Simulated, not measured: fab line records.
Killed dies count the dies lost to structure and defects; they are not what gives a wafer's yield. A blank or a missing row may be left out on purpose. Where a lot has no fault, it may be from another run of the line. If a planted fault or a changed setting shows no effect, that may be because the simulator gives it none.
Struck lot and sound lot, side by side / flow nand harc / 14 steps out of a route of 1159
Sound: these wafers, L929.1, L929.3, L929.6. Wafers L942.1, L942.3, L942.5 were the ones struck. The cause is given at the end.
For every step that has rows: the tool of each side, followed by ch and its chambers, followed by its first start. Under that, the readings that differ: sound wafers / struck wafers / difference of the means / sigmas: that difference in standard deviations of wafers without a fault.
alike: words and numbers the same on both sides, and readings whose means are apart by under 2 such deviations; not compared: readings that were withheld, readings missing a value for some wafer, numbers with overlapping values and no deviation given by the record, and bounds like >300 which may hide the same value.
Wherever a step has rows on one side only, a row that says differs or no value, or a row with sigmas, the two part there. Numbers that don't overlap but have no deviation are shown without sigmas and don't part them. Lack of a reading on every wafer of one side parts them only where that side has two or more wafers.

first, 1 step without rows for these wafers: NHARC_A_ONON_D1_DEP_03 (target thk 1000 nm).
NHARC_A_ONON_D1_THK_MEAS_05: measures by ellipsometry.
  struck on film metro-02, day 12 12:50; sound on film metro-02, day 9 12:26
  alike: thk nm
then NHARC_A_ONON_D1_DEP_06 (target thk 1000 nm), 1 step lacking rows for these wafers.
NHARC_A_ONON_D1_THK_MEAS_08: measures by ellipsometry.
  struck on film metro-01, day 12 13:25; sound on film metro-01, day 9 13:00
  alike: thk nm
then NHARC_A_ONON_D1_DEP_09 (target thk 1000 nm), 1 step lacking rows for these wafers.
NHARC_A_ONON_D1_THK_MEAS_11: measures by ellipsometry.
  struck on film metro-01, day 12 13:59; sound on film metro-01, day 9 13:34
  alike: thk nm
then NHARC_A_ONON_D1_DEP_12 (target thk 1000 nm), 1 step lacking rows for these wafers.
NHARC_A_ONON_D1_THK_MEAS_14: measures by ellipsometry.
  struck on film metro-01, day 12 14:32; sound on film metro-02, day 9 14:09
  alike: thk nm
then, 2 steps without rows for these wafers: NHARC_A_ONON_D1_ANNEAL_15 (time 3600 s); NHARC_A_ONON_D1_DEP_16 (target thk 1000 nm).
NHARC_A_ONON_D1_THK_MEAS_18: measures by ellipsometry.
  struck on film metro-01, day 12 21:41; sound on film metro-01, day 9 22:52
  alike: thk nm
NHARC_A_ONON_D1_DEP_19: target thk 1000 nm.
  sound on pecvd onon-04 ch 0, day 9 22:56; struck on pecvd onon-04 ch 0, day 12 21:44
NHARC_A_ONON_D1_THK_MEAS_21: measures by ellipsometry.
  struck on film metro-01, day 12 22:16; sound on film metro-01, day 9 23:26
reading=thk nm (nm); sound=992 991 992; struck=904 904 905; difference=-87; sigmas=-9
then NHARC_A_ONON_D1_DEP_22 (target thk 1000 nm), 1 step lacking rows for these wafers.

== WHERE THEY PART ==
At NHARC_A_ONON_D1_THK_MEAS_21 and nowhere else, as far as this record goes.

WHY: the cause the simulator had injected
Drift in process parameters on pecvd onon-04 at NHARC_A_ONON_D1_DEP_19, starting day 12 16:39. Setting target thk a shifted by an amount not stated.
